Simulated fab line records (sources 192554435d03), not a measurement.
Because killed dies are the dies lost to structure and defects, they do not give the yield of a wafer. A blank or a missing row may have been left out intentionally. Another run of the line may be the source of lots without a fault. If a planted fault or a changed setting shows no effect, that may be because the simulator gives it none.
The tool behind it: which one? ; flow n5 finfet ; 33 wafers sampled from 11 lots at 1 step of a route of 1938

## WHAT THE GAUGES SHOWED, per wafer
N5_BEOL_M4_RC_MEAS_101.
lot;measured;on;DIBL_N (mV/V)
L347;day 8 07:29;prober-01;35.8 33.8 35.6
L348;day 8 11:39;prober-02;35.8 35.9 38.0
L350;day 9 05:44;prober-01;38.3 35.9 36.2
L351;day 9 08:32;prober-01;37.3 36.5 34.3
L354;day 10 04:14;prober-01;37.7 35.6 35.2
L363;day 12 09:08;prober-02;34.6 35.1 36.8
L362;day 12 12:28;prober-02;34.2 33.3 36.3
L367;day 13 06:59;prober-02;33.0 38.4 35.4
L366;day 13 17:14;prober-02;40.5 37.6 38.3
L368;day 14 11:01;prober-02;33.9 35.4 34.7
L369;day 15 03:51;prober-02;38.7 36.5 34.7

## WHICH TOOL RAN EACH LOT (tool, then ch and the chambers of the sampled wafers, then the start)
The record shows no process step preceding these readings.

## THE ANSWER, worked out from the rows above alone
Rule: the lots themselves supply what counts as usual. The widest of any qualifying gaps counts: lots, ordered by their means at a reading, are off when they make up no more than a third of the lots, leave a main group of 4 or more, and stand apart from it by 3 or more times the standard deviation of that group's means. If all means in a main group match to the digits the tables above print for the reading, that group is not used. Also off: a lot with no number at a reading for which 4 or more lots have one. All remaining lots with rows at the step are treated as sound.
Nothing can be told from this: no lot is off at any reading shown.

## WHAT THE SIMULATOR PUT IN
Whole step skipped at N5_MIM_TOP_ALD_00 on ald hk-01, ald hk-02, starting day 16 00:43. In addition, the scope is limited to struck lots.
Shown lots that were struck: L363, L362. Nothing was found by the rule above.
